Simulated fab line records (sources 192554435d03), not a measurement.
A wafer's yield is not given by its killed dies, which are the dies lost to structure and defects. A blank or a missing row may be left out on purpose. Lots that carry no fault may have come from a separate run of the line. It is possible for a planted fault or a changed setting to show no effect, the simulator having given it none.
Struck lot and sound lot, side by side ; flow n5Finfet ; 17 steps out of a route of 1938
Sound: wafers L372.1, L372.2, L372.5. Struck: wafer L376.2. (L376.4 of the same lot was not struck and is left out.) The cause comes at the end.
Per side, at each step with rows, come the tool, then ch with its chambers, and then its first start. Under that, the readings that differ: sound wafers ; struck wafers ; difference of the means ; sigmas: that difference in standard deviations of wafers without a fault.
alike: readings with means less than 2 such deviations apart, plus words and numbers identical on both sides. not compared: withheld readings, readings lacking a value on some wafer, bounds such as >300 that could conceal the same value, and numbers that have no deviation in the record and whose values overlap.
The two part at a step that has a row with sigmas, a row that says differs or no value, or rows on one side only. Non-overlapping numbers with no deviation appear without sigmas and do not part them. A reading missing from all wafers of one side parts the sides only when that side holds two or more wafers.

first, 7 steps without rows for these wafers: N5_BEOL_M11_COAT_60 (time 60 s, resist thk 30 nm); N5_BEOL_M11_COAT_05 (resist thk 90 nm); N5_BEOL_M11_EBR_07; N5_BEOL_M11_SOFTBAKE_06 (time 60 s); N5_BEOL_M11_EXPOSE_08 (exposes mask M11); N5_BEOL_M11_PEB_09 (peb time 60 s); N5_BEOL_M11_DEVELOP_10 (develop time 30 s).
N5_BEOL_M11_CD_MEAS_11: the cd target is 64.1 nm.
  sound on cdSem-02 ch 0, day 12 19:20; struck on cdSem-03 ch 0, day 14 00:05
  alike: cdNm
N5_BEOL_M11_OVL_MEAS_12:
  sound on overlay-01 ch 0, day 12 19:22; struck on overlay-02 ch 0, day 14 00:07
reading;sound;struck;difference;sigmas
M11_OVL (nm);0.0 -0.3 0.6;-1.4;-1.5;-2
N5_BEOL_M11_INSPECT_13: inspects for defects (brightfield).
  sound: defectInspect-02 at day 12 19:23; struck: defectInspect-02 at day 14 00:08
reading;sound;struck;difference;sigmas
rawDefectCount;275 250 422;532;+216;+2
N5_BEOL_M11_DESCUM_16: chemistry O2, time 7.9 s.
  sound on rieDiel-03 ch 1,3, day 12 19:31; struck on rieDiel-03 ch 3, day 14 00:10
  alike: drypumpMotorCurrentA, oesProductAu, rfVppV, showerheadPlenumPTorr, throttleValvePct
  not compared: rfHoursCounterH
N5_BEOL_M11_ETCH_61: etches SiARC in CF4, target depth 39 nm, time 65 s.
  sound on rieDiel-03 ch 1,3, day 12 19:33; struck on rieDiel-03 ch 3, day 14 00:13
  alike: cf4FlowSccm, drypumpMotorCurrentA, etchRfOnTimeS, oesProductAu, rfVppV, showerheadPlenumPTorr, throttleValvePct
  not compared: rfHoursCounterH
N5_BEOL_M11_ETCH_62: etches SOC in N2/H2, target depth 110 nm, overetch 22 nm, time 165 s.
  sound on rieDiel-03 ch 1,3, day 12 19:36; struck on rieDiel-03 ch 3, day 14 00:16
reading;sound;struck;difference;sigmas
model.SiARC_of_BEOL_M11_COAT_60.thkNm (nm);23.8 23.6 23.6;23.2;-0.5;
  alike: drypumpMotorCurrentA, oesProductAu, rfVppV, showerheadPlenumPTorr, throttleValvePct
  not compared: rfHoursCounterH
then, 1 step without rows for these wafers: N5_BEOL_M11_STRIP_68 (strips in N2/H2).
N5_BEOL_M11_STRIP_67: strips in CF4.
  sound on rieDiel-03 ch 1,3, day 12 19:45; struck on rieDiel-03 ch 3, day 14 00:25
  alike: cf4FlowSccm, drypumpMotorCurrentA, oesProductAu, rfVppV, showerheadPlenumPTorr, throttleValvePct
  not compared: rfHoursCounterH
N5_BEOL_M11_HM_OPEN_17: chemistry Cl2/BCl3, target TiN, target depth 20 nm, overetch 6 nm.
  sound on rieMetal-03 ch 0,1, day 12 19:47; struck on rieMetal-02 ch 1, day 14 00:27
reading;sound;struck;difference;sigmas
drypumpMotorCurrentA (A);6.1 6.5 6.1;5.2;-1.0;-2
model.etch.depthNm (nm);20.02 20.49 19.89;19.25;-0.88;
  alike: oesProductAu, throttleValvePct
  not compared: rfHoursCounterH
N5_BEOL_M11_STRIP_19: strips in O2.
  sound on rieDiel-03 ch 0,2,3, day 12 19:54; struck on rieDiel-01 ch 2, day 14 00:34
reading;sound;struck;difference;sigmas
drypumpMotorCurrentA (A);5.5 5.3 5.6;6.3;+0.8;+2
  alike: oesProductAu, rfVppV, showerheadPlenumPTorr, throttleValvePct
  not compared: rfHoursCounterH

== WHERE THEY PART ==
At N5_BEOL_M11_OVL_MEAS_12 first; at N5_BEOL_M11_STRIP_19 last (within this record only).

WHY: what had been put in by the simulator
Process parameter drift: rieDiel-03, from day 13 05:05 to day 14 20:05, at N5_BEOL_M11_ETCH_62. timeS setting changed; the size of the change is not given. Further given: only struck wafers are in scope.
